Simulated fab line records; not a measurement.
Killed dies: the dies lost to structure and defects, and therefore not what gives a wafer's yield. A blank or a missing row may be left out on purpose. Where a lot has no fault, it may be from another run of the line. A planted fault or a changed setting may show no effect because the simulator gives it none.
fab line records ; flow n5Finfet
[record] lots = 11; wafers = 32; lastDay = 16
route steps=1938 shown BEOL_M11@1592 TV_LITHO@1886 PASSIVATION@1911
lots with no fault: from the same line, run without faults
startH: the number of hours between the record's first day and the start of the first shown wafer of the lot ; waitH: hours since the lot's step before ; " repeats the value in the row above ; L1.1+2: a single row standing in for several wafers ; - no value, or no start was given ; * or withheld: withheld ; < > ~ a bound
route shown NAME@n: a module of which the file shows steps, and the number in the route of the first ; usual: the fault-free wafers' mean and standard deviation ; same: alike in all rows ; chamber/n: place in a boat ; sites: the reading at each site ; _std_site: how widely they spread, as a standard deviation ; _edge_site: outer sites' mean less inner sites' ; radiusMm: for every site, how far away it sits from the centre of the wafer ; mask NAME#n: copy n ; behind: the tool/chamber that last shaped the wafer ; hold: what put the lot on hold/how long, in hours/how the hold closed ; device: the transistor (n, p or np) that didn't switch ; end of line: tests run on the same wafers once the route is complete ; step lacking rows: just its recipe ; killed: at the first sort, the dies lost to defects and structure; wafer yield is something else ; map: dies across one wafer; x = killed, . = not, _ = none there
set.NAME: the run value of the setting; set.NAME@STEP: its run value at that earlier step ; model.NAME: the simulator's own value behind a step, which no gauge read
route steps across a sampled set of lots; one table per step, one row per wafer
services: from which hour (startH, from the record's first day; less than 0 if before it) a tool's chamber was out of use, for how many hours, and why
[[steps]]
[step N5_BEOL_M11_CVD_75]
[recipe] material = Co; targetThkA = 20; tempC = withheld; precursor = CCTBA/H2; pressureTorr = 30; timeS = 138.9
lot.wafer;tool;chamber;startH;waitH
L452.4+5+6;cvdCo-02;2,1,0;237.00;0.1
L451.2+5+6;cvdCo-01;0,0,2;250.57;0.1
L456.2+5+6;cvdCo-01;2,0,2;268.19;0.0
L457.2+3+5;cvdCo-02;1,0,0;276.29;0.0
L458.2+4+5;cvdCo-01;0,0,2;295.60;0.0
L460.1+5+6;cvdCo-01;1,0,1;303.48;0.1
L461.3+4+5;cvdCo-01;2,1,0;311.14;0.0
L465.1+3+6;cvdCo-01;1,0,2;325.81;0.0
L467.1+3+4;cvdCo-02;1,2,0;337.85;0.0
L469.1+3+6;cvdCo-01;0,2,2;349.51;0.0
L470.2+6;cvdCo-02;0,2;353.80;0.3
[step N5_PASSIVATION_DESCUM_12]
[recipe] chemistry = O2; timeS = 7.9; sourcePowerW = 50; biasPowerW = 20; pressureMtorr = 20; rfFrequencyHz = 2.712e+07; tempC = 40; o2FlowSccm = 225
[usual] drypumpMotorCurrentA = 5.5/0.42; oesProductAu = 0.77/0.089; rfFwdPowerW = 49.65/0.18; rfVppV = 242.4/1.4; showerheadPlenumPTorr = 2.04/0.07; throttleValvePct = 20.54/0.25
lot.wafer;tool;chamber;startH;waitH;drypumpMotorCurrentA;oesProductAu;rfFwdPowerW;rfHoursCounterH;rfVppV;showerheadPlenumPTorr;throttleValvePct
L452.4;rieDiel-03;1;272.48;0.5;5.6;0.71;49.41;220;243.1;2.08;20.52
L452.5;rieDiel-03;1;272.48;0.5;5.6;0.72;49.52;-;243.2;2.08;20.51
L452.6;rieDiel-03;0;272.48;0.5;5.7;0.74;49.58;-;240.5;1.93;20.64
L451.2;rieDiel-04;2;291.45;0.1;4.8;0.84;49.81;68;241.5;2.04;20.30
L451.5;rieDiel-04;2;291.45;0.1;4.8;0.85;49.90;-;242.7;2.04;20.29
L451.6;rieDiel-04;1;291.45;0.1;5.5;0.89;49.48;-;244.8;2.14;20.77
L456.2;rieDiel-04;1;300.72;0.2;5.5;0.88;49.66;44;244.3;2.13;20.78
L456.5;rieDiel-04;0;300.72;0.2;6.0;0.76;49.60;-;242.2;1.99;20.41
L456.6;rieDiel-04;3;300.72;0.2;4.9;0.69;49.92;-;242.3;2.05;20.47
L457.2;rieDiel-04;2;306.81;0.0;4.9;0.85;49.67;75;241.7;2.04;20.32
L457.3;rieDiel-04;0;306.81;0.0;6.0;0.76;49.55;166;241.7;1.99;20.43
L457.5;rieDiel-04;0;306.81;0.0;6.0;0.75;49.66;-;241.4;1.99;20.42
L458.2;rieDiel-03;2;327.97;0.2;5.2;0.68;49.35;227;244.1;2.15;20.71
L458.4;rieDiel-03;1;327.97;0.2;5.6;0.70;49.53;243;243.7;2.07;20.56
L458.5;rieDiel-03;1;327.97;0.2;5.6;0.70;49.65;-;241.5;2.07;20.56
L460.1;rieDiel-04;1;329.52;0.4;5.5;0.87;49.77;57;242.8;2.13;20.80
L460.5;rieDiel-04;3;329.52;0.4;4.9;0.68;49.52;-;242.8;2.04;20.51
L460.6;rieDiel-04;2;329.52;0.4;4.8;0.84;49.81;-;241.8;2.03;20.33
L461.3;rieDiel-04;2;347.24;0.0;4.9;0.83;49.72;93;242.6;2.03;20.34
L461.4;rieDiel-04;2;347.24;0.0;4.8;0.83;49.93;-;243.1;2.03;20.35
L461.5;rieDiel-04;1;347.24;0.0;5.5;0.85;49.69;-;243.6;2.13;20.81
L465.1;rieDiel-04;0;357.79;0.2;6.0;0.74;49.77;188;240.0;1.98;20.44
L465.3;rieDiel-04;2;357.79;0.2;4.8;0.82;49.74;96;241.8;2.03;20.35
L465.6;rieDiel-04;1;357.79;0.2;5.5;0.86;49.79;-;242.7;2.13;20.83
L467.1;rieDiel-03;0;371.82;0.4;5.7;0.69;49.78;204;239.8;1.92;20.69
L467.3;rieDiel-03;3;371.82;0.4;5.7;0.69;49.43;223;241.0;1.97;20.85
L467.4;rieDiel-03;2;371.82;0.4;5.1;0.66;49.58;245;243.8;2.15;20.77
L469.1;rieDiel-06;2;378.46;0.0;5.7;0.68;49.47;236;242.6;2.06;20.46
L469.3;rieDiel-06;0;378.46;0.0;6.4;0.77;49.78;117;244.4;2.08;20.06
L469.6;rieDiel-06;2;378.46;0.0;5.7;0.69;49.46;-;243.7;2.06;20.45
L470.2;rieDiel-03;2;385.00;0.1;5.1;0.67;49.45;248;244.4;2.15;20.76
L470.6;rieDiel-03;1;385.00;0.1;5.6;0.97;49.69;-;244.2;2.07;20.13
[step N5_PASSIVATION_STRIP_34]
[recipe] chemistry = O2; powerW = 600; tempC = 60; pressureMtorr = 30; rfFrequencyHz = 6e+07; biasPowerW = 0; overashFraction = 2; o2FlowSccm = 225
[usual] drypumpMotorCurrentA = 5.9/0.48; oesProductAu = 0.81/0.093; rfVppV = 3.7/1.3; showerheadPlenumPTorr = 2.10/0.071; throttleValvePct = 16.64/0.16
lot.wafer;tool;chamber;startH;waitH;drypumpMotorCurrentA;oesProductAu;rfHoursCounterH;rfVppV;showerheadPlenumPTorr;throttleValvePct
L452.4;rieDiel-02;1;276.14;0.1;5.4;0.69;227;3.0;2.06;16.81
L452.5;rieDiel-02;0;276.14;0.1;6.0;0.77;-;4.2;1.99;16.60
L452.6;rieDiel-02;3;276.14;0.1;6.6;0.72;-;4.4;2.08;16.74
L451.2;rieDiel-02;2;294.41;0.2;6.3;0.82;86;2.9;2.20;16.51
L451.5;rieDiel-02;3;294.41;0.2;6.6;0.73;-;2.5;2.08;16.74
L451.6;rieDiel-02;2;294.41;0.2;6.3;0.84;-;3.8;2.20;16.46
L456.2;rieDiel-05;0;304.07;0.2;5.5;0.92;27;3.6;2.04;16.38
L456.5;rieDiel-05;2;304.07;0.2;5.7;0.89;-;1.1;2.06;16.54
L456.6;rieDiel-05;3;304.07;0.2;5.5;0.80;-;1.4;2.22;16.76
L457.2;rieDiel-05;3;310.97;0.1;5.5;0.82;96;4.8;2.22;16.73
L457.3;rieDiel-05;2;310.97;0.1;5.7;0.92;44;1.6;2.06;16.59
L457.5;rieDiel-05;2;310.97;0.1;5.7;0.91;-;3.9;2.06;16.56
L458.2;rieDiel-02;2;331.24;0.1;6.4;0.80;100;4.2;2.19;16.51
L458.4;rieDiel-02;3;331.24;0.1;6.5;0.71;209;3.5;2.07;16.72
L458.5;rieDiel-02;2;331.24;0.1;6.4;0.80;-;4.6;2.19;16.50
L460.1;rieDiel-02;3;332.01;0.1;6.6;0.71;209;3.5;2.07;16.79
L460.5;rieDiel-02;3;332.01;0.1;6.6;0.71;-;3.5;2.07;16.82
L460.6;rieDiel-02;0;332.01;0.1;6.0;0.74;-;3.6;1.99;16.68
L461.3;rieDiel-05;2;350.57;0.1;5.7;0.86;-;4.1;2.05;16.57
L461.4;rieDiel-05;1;350.57;0.1;6.2;1.00;-;5.0;2.06;16.31
L461.5;rieDiel-05;2;350.57;0.1;5.7;0.86;-;2.2;2.05;16.63
L465.1;rieDiel-01;0;360.30;0.1;5.6;0.85;73;1.2;2.19;16.57
L465.3;rieDiel-01;1;360.30;0.1;6.5;0.91;39;4.8;2.07;16.85
L465.6;rieDiel-01;3;360.30;0.1;5.9;0.82;-;3.0;2.11;16.58
L467.1;rieDiel-02;3;373.87;0.1;6.6;0.68;223;4.8;2.07;16.74
L467.3;rieDiel-02;0;373.87;0.1;6.0;0.72;180;3.8;1.98;16.65
L467.4;rieDiel-02;2;373.87;0.1;6.3;0.79;119;2.0;2.18;16.53
L469.1;rieDiel-05;1;381.44;0.1;6.3;0.95;15;4.6;2.05;16.28
L469.3;rieDiel-05;0;381.44;0.1;5.6;0.91;49;5.0;2.03;16.42
L469.6;rieDiel-05;2;381.44;0.1;5.7;0.87;-;4.3;2.05;16.67
L470.2;rieDiel-02;1;387.27;0.1;5.4;0.94;8;4.5;2.04;16.40
L470.6;rieDiel-02;3;387.27;0.1;6.6;0.68;-;2.7;2.07;16.79
[step N5_PASSIVATION_CD_MEAS_44]
[recipe] targetCdNm = 40000; landingEnergyEv = 500; detector = seInlens
[usual] cdNm = 40000/4.7
lot.wafer;tool;chamber;startH;waitH;cdNm
L452.4;cdSem-02;0;277.20;-;40002
L452.5;cdSem-02;0;277.20;-;39995
L452.6;cdSem-02;0;277.20;-;40000
L451.2;cdSem-01;0;295.45;-;39999
L451.5;cdSem-01;0;295.45;-;39999
L451.6;cdSem-01;0;295.45;-;40004
L456.2;cdSem-01;0;305.11;-;40006
L456.5;cdSem-01;0;305.11;-;39998
L456.6;cdSem-01;0;305.11;-;39998
L457.2;cdSem-02;0;312.15;-;40003
L457.3;cdSem-02;0;312.15;-;40006
L457.5;cdSem-02;0;312.15;-;40003
L458.2;cdSem-03;0;332.30;-;40000
L458.4;cdSem-03;0;332.30;-;39996
L458.5;cdSem-03;0;332.30;-;40003
L460.1;cdSem-01;0;333.10;-;40006
L460.5;cdSem-01;0;333.10;-;40005
L460.6;cdSem-01;0;333.10;-;40003
L461.3;cdSem-01;0;351.62;-;40004
L461.4;cdSem-01;0;351.62;-;40004
L461.5;cdSem-01;0;351.62;-;40007
L465.1;cdSem-03;0;361.47;-;39992
L465.3;cdSem-03;0;361.47;-;39996
L465.6;cdSem-03;0;361.47;-;39993
L467.1;cdSem-02;0;374.91;-;40000
L467.3;cdSem-02;0;374.91;-;40002
L467.4;cdSem-02;0;374.91;-;40003
L469.1;cdSem-03;0;382.62;-;39995
L469.3;cdSem-03;0;382.62;-;39999
L469.6;cdSem-03;0;382.62;-;39994
L470.2;cdSem-03;0;388.31;-;40003
L470.6;cdSem-03;0;388.31;-;40005
[step N5_PASSIVATION_PROBE_49]
[usual] defectLimitedYield = 91.0/1.5; killed_at_M0_to_M3 = 35/12; killed_at_M4_up = 15/5.8; killedAtContacts = 14/7.2; killedAtFrontEnd = 40/10; killedAtOther = 3/3; killedDies = 106/18; killedOnRim = 14/4; killedOpen = 68/14; killedShort = 35/7.2; sort_bin_5_function = 5.2/0.96; sort_bin_6_memory = 3.3/0.69; sort_bin_8_speed = 0.00/0.022; sortNPass = 1074/18; sortYieldPct = 91.0/1.5
[same] grossDies = 1180; killedAtBackSide = 0; sort_bin_4_leakage[%] = 0
lot.wafer;tool;chamber;startH;waitH;defectLimitedYield[%];killed_at_M0_to_M3;killed_at_M4_up;killedAtContacts;killedAtFrontEnd;killedAtOther;killedDies;killedOnRim;killedOpen;killedShort;sort_bin_5_function[%];sort_bin_6_memory[%];sort_bin_8_speed[%];sortNPass;sortYieldPct[%]
L457.2;prober-01;-;315.33;0.1;92.3;33;8;10;28;12;91;13;48;40;4.2;3.3;0;1089;92.3
L458.4;prober-02;-;335.58;0.2;88.9;46;25;33;18;9;131;17;96;33;7.0;3.8;0;1049;88.9
L460.1;prober-02;-;336.24;0.0;91.2;36;16;18;34;0;104;6;79;21;4.7;3.9;0;1076;91.2
L460.5;prober-02;-;336.44;0.2;91.1;20;11;23;51;0;105;10;57;45;5.7;2.9;0;1075;91.1
L460.6;prober-02;-;336.49;0.3;90.9;34;10;14;45;4;107;17;68;36;5.1;3.6;0;1073;90.9
L465.1;prober-02;-;365.10;0.5;79.0;35;154;12;41;6;248;17;75;44;13.4;5.2;0;932;79.0
L465.3;prober-02;-;365.20;0.6;88.4;62;18;12;42;3;137;25;94;43;6.3;5.0;0;1043;88.4
L465.6;prober-02;-;365.35;0.8;88.8;57;23;6;43;3;132;12;80;51;6.3;4.4;0;1048;88.8
// killed by level:class
L457.2 BEOL_M0_SAQP:geometricParticle:short=10 STI_FIN_REVEAL:geometricParticle:open=9 FIN_SAQP:geometricParticle:open=6 MOL_CONTACT_COAG:geometricParticle:open=6 PASS1_CAP:geometricParticle:short=6 BEOL_M3:geometricParticle:short=5 MOL_CONTACT_COAG:geometricParticle:short=4 BEOL_M0_SAQP:geometricParticle:open=4
L458.4 MOL_CONTACT_COAG:geometricParticle:open=26 BEOL_M3:geometricParticle:open=14 BEOL_M4:geometricParticle:open=13 BEOL_M1:geometricParticle:open=9 BEOL_M2:geometricParticle:open=9 DUMMY_GATE:geometricParticle:open=8 MOL_CONTACT_COAG:geometricParticle:short=7 BEOL_M2:geometricParticle:short=4
L460.1 MOL_CONTACT_COAG:geometricParticle:open=13 FIN_SAQP:geometricParticle:open=9 BEOL_M1:geometricParticle:open=9 DUMMY_GATE:geometricParticle:open=7 BEOL_M0:geometricParticle:open=7 BEOL_M0_SAQP:geometricParticle:short=6 BEOL_M0_SAQP:geometricParticle:open=5 BEOL_M5:geometricParticle:open=4
L460.5 FIN_SAQP:geometricParticle:short=17 MOL_CONTACT_COAG:geometricParticle:open=17 FIN_SAQP:geometricParticle:open=11 BEOL_M0_SAQP:geometricParticle:open=7 BEOL_M0_SAQP:geometricParticle:short=6 ILD0:geometricParticle:short=5 GATE_CUT:geometricParticle:open=4 MOL_CONTACT_COAG:geometricParticle:short=4
L460.6 FIN_SAQP:geometricParticle:short=15 MOL_CONTACT_COAG:geometricParticle:open=11 FIN_SAQP:geometricParticle:open=8 BEOL_M0:geometricParticle:open=7 BEOL_M1:geometricParticle:open=6 BEOL_M2:geometricParticle:open=6 STI_FIN_REVEAL:geometricParticle:open=4 BEOL_M0_SAQP:geometricParticle:short=4
L465.1 BEOL_M11:unspecified=126 BEOL_M4:geometricParticle:open=15 FIN_SAQP:geometricParticle:open=10 MOL_CONTACT_COAG:geometricParticle:open=9 FIN_SAQP:geometricParticle:short=7 BEOL_M2:geometricParticle:open=7 BEOL_M4:geometricParticle:short=6 BEOL_M2:geometricParticle:short=6
L465.3 BEOL_M2:geometricParticle:open=17 BEOL_M0_SAQP:geometricParticle:short=13 FIN_SAQP:geometricParticle:open=12 BEOL_M0_SAQP:geometricParticle:open=11 BEOL_M3:geometricParticle:open=9 MOL_CONTACT_COAG:geometricParticle:open=7 FIN_SAQP:geometricParticle:short=6 BEOL_M2:geometricParticle:short=6
L465.6 BEOL_M0_SAQP:geometricParticle:short=19 FIN_SAQP:geometricParticle:open=15 BEOL_M4:geometricParticle:open=14 BEOL_M2:geometricParticle:open=12 FIN_SAQP:geometricParticle:short=11 BEOL_M0_SAQP:geometricParticle:open=9 BEOL_M1:geometricParticle:open=7 MOL_CONTACT_COAG:geometricParticle:open=4
[[services]]
tool;chamber;startH;hours;kind
cvdCo-02;-;225.47;2.8;pm
rieDiel-02;2;248.76;6.5;repair
rieDiel-01;-;253.57;0.8;repair
rieDiel-06;3;270.89;5.3;repair
cvdCo-02;2;273.88;8.6;repair
rieDiel-06;2;275.62;3.6;repair
cvdCo-02;-;325.96;6.9;pm
rieDiel-01;0;325.99;3.7;repair
rieDiel-05;1;326.14;-;clean
cvdCo-01;1;333.33;-;clean
cvdCo-01;1;333.33;22.0;scheduledDown
cvdCo-01;1;333.33;22.0;ventCycle
rieDiel-01;-;335.81;0.4;repair
rieDiel-05;0;336.10;17.6;repair
rieDiel-04;3;337.03;-;clean
rieDiel-04;3;337.03;-;consumableReplace:focusRing
rieDiel-04;3;337.03;21.8;scheduledDown
rieDiel-04;3;337.03;21.8;ventCycle
rieDiel-02;1;341.39;-;clean
rieDiel-02;1;341.39;-;consumableReplace:focusRing
rieDiel-02;3;345.83;8.4;repair
rieDiel-06;2;345.85;4.4;repair
rieDiel-06;3;376.05;9.4;repair
cvdCo-01;2;383.13;5.3;repair
[[key]]
[firstSign] step = N5_PASSIVATION_PROBE_49; reading = killed_at_M4_up; direction = up; sigmas = 24; usual = 15; struck = 154
[effect] step = N5_PASSIVATION_PROBE_49; reading = defectLimitedYield; direction = down; sigmas = 7.9; usual = 91.0; struck = 79.0
[moreKillsBornAt] N5_BEOL_M11_CVD_75@cvdCo-01 = 126
metAt N5_BEOL_M11_CVD_75
struckLots L465
struckWafers L465.1
notActingAt N5_PASSIVATION_DESCUM_12,N5_PASSIVATION_STRIP_34,N5_PASSIVATION_CD_MEAS_44
onsetBetween 311.14 325.81
[fault] kind = chamberParticleSource; tool = cvdCo-01; chamber = 1; onsetH = 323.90; steps = N5_BEOL_M11_CVD_75; ratePerVisitCm2 = 0.93984; endH = 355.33
